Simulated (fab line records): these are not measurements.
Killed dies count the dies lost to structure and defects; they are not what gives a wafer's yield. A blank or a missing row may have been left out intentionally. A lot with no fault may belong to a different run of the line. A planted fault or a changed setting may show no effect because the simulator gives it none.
The same fault as seen by 2 desks | flow nand-harc | each desk holds nothing but its own numbers, with what lay behind them at the end

## THE TOOL OWNER'S DESK: rie-diel-11
The tool's own readings at NHARC_A_CONTACT_ETCH_48 (etches the open film in CF4, target depth 39 nm, time 65 s): means of the sampled wafers that have a number, for each lot that ran on this tool. Any lot whose mean is over 4 standard deviations away from the usual mean is out of limits and marked OUT; that distance is given in the brackets. Readings shown: 7 out of 8 (the first out of limits, and those lying furthest out on some lot).
Columns: A = bias-w at NHARC_A_CONTACT_ETCH_48, usual 100.0 W; B = drypump-motor-current-A at NHARC_A_CONTACT_ETCH_48, usual 5.7 A; C = oes-product-au at NHARC_A_CONTACT_ETCH_48, usual 1.002 a.u.; D = rf-vpp-V at NHARC_A_CONTACT_ETCH_48, usual 151.6 V; E = run-length-s at NHARC_A_CONTACT_ETCH_48, usual 86.3 s; F = showerhead-plenum-p-Torr at NHARC_A_CONTACT_ETCH_48, usual 1.80 Torr; G = throttle-valve-pct at NHARC_A_CONTACT_ETCH_48, usual 13.285 %
lot  | first seen here | A     | B   | C     | D     | E               | F    | G
L529 | day 22 06:35    | 100.0 | 5.7 | 1.005 | 151.9 | 86.3            | 1.83 | 13.278
L531 | day 23 00:41    | 100.1 | 5.6 | 1.007 | 152.1 | 86.5            | 1.83 | 13.288
L532 | day 23 17:53    | 99.9  | 5.8 | 0.994 | 152.4 | 86.4            | 1.83 | 13.282
L536 | day 24 21:15    | 99.8  | 5.7 | 1.004 | 151.7 | 86.3            | 1.82 | 13.277
L537 | day 25 23:35    | 99.9  | 5.4 | 1.004 | 152.3 | 86.4            | 1.90 | 13.283
L546 | day 29 15:43    | 99.9  | 5.6 | 1.009 | 151.9 | 88.0 (+4.9) OUT | 1.82 | 13.290
L547 | day 30 12:50    | 100.2 | 5.8 | 1.001 | 153.4 | 87.8 (+4.4) OUT | 1.82 | 13.275
Finding of this desk: L546, L547 out of limits; the first was L546 at day 29 15:43, on run-length-s at NHARC_A_CONTACT_ETCH_48. Within limits: L529, L531, L532, L536, L537.

## THE METROLOGY DESK
Lot by lot, what the gauges showed, no matter which tool ran the lot: averages of those sampled wafers that carry a number. Any lot whose mean is over 4 standard deviations away from the usual mean is out of limits and marked OUT; that distance is given in the brackets.
Columns: A = cd-nm at NHARC_A_CONTACT_CD_MEAS_42, usual 300.0 nm
lot  | first seen here | A
L528 | day 21 21:08    | 300.0
L529 | day 22 06:18    | 299.9
L531 | day 23 00:24    | 299.7
L532 | day 23 17:37    | 299.6
L534 | day 24 01:47    | 299.8
L536 | day 24 20:58    | 300.2
L535 | day 24 22:17    | 300.0
L538 | day 25 16:37    | 300.3
L537 | day 25 23:19    | 300.2
L539 | day 26 10:03    | 299.7
L546 | day 29 15:27    | 300.1
L547 | day 30 12:34    | 299.6
This desk's verdict: no lot among the 12 shows anything out of limits.

## TAKEN TOGETHER
The tool owner's desk could have raised an alarm at day 29 15:43, on L546, L547.
At the metrology desk, nothing out of limits was observed.
The metrology desk holds a record of L546, L547, inside its limits.
Of the lots named, all ran NHARC_A_CONTACT_ETCH_48 on rie-diel-11.

## WHAT WAS PUT IN BY THE SIMULATOR
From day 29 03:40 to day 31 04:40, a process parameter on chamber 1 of rie-diel-11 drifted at NHARC_A_CONTACT_ETCH_48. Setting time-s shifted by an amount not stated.
Struck lots among those shown: L546, L547.
Time in hours from fault onset to the first out-of-limits reading at each desk: the tool owner's desk, 12.
